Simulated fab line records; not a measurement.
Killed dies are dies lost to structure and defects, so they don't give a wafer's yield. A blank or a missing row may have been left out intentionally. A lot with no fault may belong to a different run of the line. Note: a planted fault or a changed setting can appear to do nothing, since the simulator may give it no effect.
Which tool was responsible?    flow n5_finfet    33 wafers sampled from 11 lots at 1 step of a route of 1938

## WHAT THE GAUGES READ, wafer by wafer
N5_HKMG_FIN_INSPECT_61: inspects for defects (macro).
lot   measured     on                 raw_defect_count
L075  day 4 05:56  defect_inspect-01  0 1 3
L077  day 4 16:05  defect_inspect-02  0 1 3
L079  day 5 10:42  defect_inspect-01  1 2 4
L081  day 5 22:37  defect_inspect-02  1 3 0
L083  day 6 05:25  defect_inspect-02  1 0 5
L085  day 6 18:12  defect_inspect-01  1 2 2
L088  day 7 11:54  defect_inspect-01  2 2 0
L090  day 8 00:02  defect_inspect-01  1 3 2
L093  day 8 20:10  defect_inspect-01  1 1 1
L095  day 9 06:36  defect_inspect-02  3 5 0
L097  day 9 20:54  defect_inspect-01  2 0 3

## WHICH TOOL RAN EACH LOT (tool, then ch and the chambers of the sampled wafers, then the start)
The record holds no process step before these readings.

## THE ANSWER, worked out from the rows above alone
Rule: the lots themselves supply what counts as usual. The widest of any qualifying gaps counts: lots, ordered by their means at a reading, are off when they make up no more than a third of the lots, leave a main group of 4 or more, and stand apart from it by 3 or more times the standard deviation of that group's means. Not used: any main group whose means are identical at the precision the tables above print for the reading. Also off: a lot with no number at a reading for which 4 or more lots have one. Any other lot the step has rows for is counted as sound.
No lot is off at any reading shown: from this, nothing can be told.

## WHAT HAD BEEN PUT IN BY THE SIMULATOR
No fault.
